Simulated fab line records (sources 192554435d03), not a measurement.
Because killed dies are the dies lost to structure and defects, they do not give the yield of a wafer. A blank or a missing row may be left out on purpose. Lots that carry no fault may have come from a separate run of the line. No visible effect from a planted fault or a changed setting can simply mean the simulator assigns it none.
Which tool was responsible? || flow n5_finfet || 8 lots with 24 wafers sampled at 4 steps, on a route of 1938 steps

## WHAT EACH GAUGE READ, for each wafer
N5_FIN_CUT_CD_MEAS_08: target cd 29.1 nm.
{"lot": "L417", "measured": "day 2 01:58", "on": "cd_sem-02", "cd_nm (nm)": "29.25 29.19 28.78"}
{"lot": "L420", "measured": "day 2 20:59", "on": "cd_sem-01", "cd_nm (nm)": "28.67 29.35 29.20"}
{"lot": "L423", "measured": "day 3 16:38", "on": "cd_sem-03", "cd_nm (nm)": "28.72 29.06 28.62"}
{"lot": "L432", "measured": "day 5 20:46", "on": "cd_sem-02", "cd_nm (nm)": "28.91 29.16 29.11"}
{"lot": "L433", "measured": "day 6 10:50", "on": "cd_sem-02", "cd_nm (nm)": "28.45 28.07 28.08"}
{"lot": "L434", "measured": "day 6 16:10", "on": "cd_sem-03", "cd_nm (nm)": "27.79 28.23 28.21"}
{"lot": "L437", "measured": "day 7 05:05", "on": "cd_sem-03", "cd_nm (nm)": "29.11 28.95 29.08"}
{"lot": "L439", "measured": "day 7 16:11", "on": "cd_sem-02", "cd_nm (nm)": "28.77 29.41 28.96"}

## EACH LOT AND THE TOOL THAT RAN IT (in order: tool; ch and the chambers of the sampled wafers; start)
{"lot": "L417", "N5_FIN_SAQP_RECESS_71": "vapor_etch-01 ch 0,1, day 2 00:18", "N5_FIN_SAQP_HM_OPEN_33": "rie_diel-01 ch 0,1,2, day 2 01:01", "N5_FIN_CUT_EXPOSE_05": "euv_scanner-01 ch 0, day 2 01:50"}
{"lot": "L420", "N5_FIN_SAQP_RECESS_71": "vapor_etch-02 ch 0,1, day 2 19:18", "N5_FIN_SAQP_HM_OPEN_33": "rie_diel-04 ch 1,2,3, day 2 20:01", "N5_FIN_CUT_EXPOSE_05": "euv_scanner-01 ch 0, day 2 20:51"}
{"lot": "L423", "N5_FIN_SAQP_RECESS_71": "vapor_etch-01 ch 0,1, day 3 14:54", "N5_FIN_SAQP_HM_OPEN_33": "rie_diel-01 ch 0,1,2, day 3 15:47", "N5_FIN_CUT_EXPOSE_05": "euv_scanner-02 ch 0, day 3 16:29"}
{"lot": "L432", "N5_FIN_SAQP_RECESS_71": "vapor_etch-01 ch 0,1, day 5 19:13", "N5_FIN_SAQP_HM_OPEN_33": "rie_diel-01 ch 1,2,3, day 5 19:56", "N5_FIN_CUT_EXPOSE_05": "euv_scanner-02 ch 0, day 5 20:38"}
{"lot": "L433", "N5_FIN_SAQP_RECESS_71": "vapor_etch-02 ch 0,1, day 6 08:56", "N5_FIN_SAQP_HM_OPEN_33": "rie_diel-04 ch 0,2,3, day 6 09:52", "N5_FIN_CUT_EXPOSE_05": "euv_scanner-01 ch 0, day 6 10:43"}
{"lot": "L434", "N5_FIN_SAQP_RECESS_71": "vapor_etch-02 ch 0,1, day 6 14:11", "N5_FIN_SAQP_HM_OPEN_33": "rie_diel-03 ch 0,1, day 6 15:19", "N5_FIN_CUT_EXPOSE_05": "euv_scanner-01 ch 0, day 6 16:01"}
{"lot": "L437", "N5_FIN_SAQP_RECESS_71": "vapor_etch-02 ch 0,1, day 7 03:24", "N5_FIN_SAQP_HM_OPEN_33": "rie_diel-01 ch 0,1,3, day 7 04:07", "N5_FIN_CUT_EXPOSE_05": "euv_scanner-02 ch 0, day 7 04:57"}
{"lot": "L439", "N5_FIN_SAQP_RECESS_71": "vapor_etch-01 ch 0,1, day 7 14:26", "N5_FIN_SAQP_HM_OPEN_33": "rie_diel-03 ch 1,2,3, day 7 15:14", "N5_FIN_CUT_EXPOSE_05": "euv_scanner-02 ch 0, day 7 16:03"}
- N5_FIN_SAQP_RECESS_71: chemistry HF/NH3, target SiO2, target depth 3 nm, afs cycles 1, sublimation time 60 s.
- N5_FIN_SAQP_HM_OPEN_33: chemistry CH3F/O2, target SiNx, target depth 49.4 nm, time 70.6 s.
- N5_FIN_CUT_EXPOSE_05: exposes mask FIN CUT.

## THE ANSWER, worked out from the rows above alone
Rule: what is usual is taken from the lots themselves. Put in order of their means at a reading, lots are off if they are a third of the lots or fewer, leave a main group of 4 or more, and stand apart from it by a gap of 3 or more times the standard deviation of the main group's means; of several such gaps the widest counts. The tables above print the reading to a certain number of digits; a main group whose means all agree to those digits is not used. Also off: a lot with no number at a reading for which 4 or more lots have one. Any other lot the step has rows for is counted as sound.
Off at N5_FIN_CUT_CD_MEAS_08 (cd_nm): L433, L434. For the main group the mean is 29.02 nm and the standard deviation 0.098.
If a tool, at a process step before that reading, ran all the lots that are off and no sound lot after the first of them, it fits. Those tools and the gauges at N5_FIN_CUT_CD_MEAS_08 are tried in the same way. One fits: euv_scanner-01 at N5_FIN_CUT_EXPOSE_05. A fault onset in the window from L420 (day 2 20:51, its last sound lot) to L433 (day 6 10:43, its first lot off) fits.

## WHAT THE SIMULATOR HAD INSERTED
Drift in process parameters on euv_scanner-01 at N5_FIN_CUT_EXPOSE_05, starting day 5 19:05. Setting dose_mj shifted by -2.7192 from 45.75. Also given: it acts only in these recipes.
Lots struck among those shown: L433, L434. The same result came from the rule above.
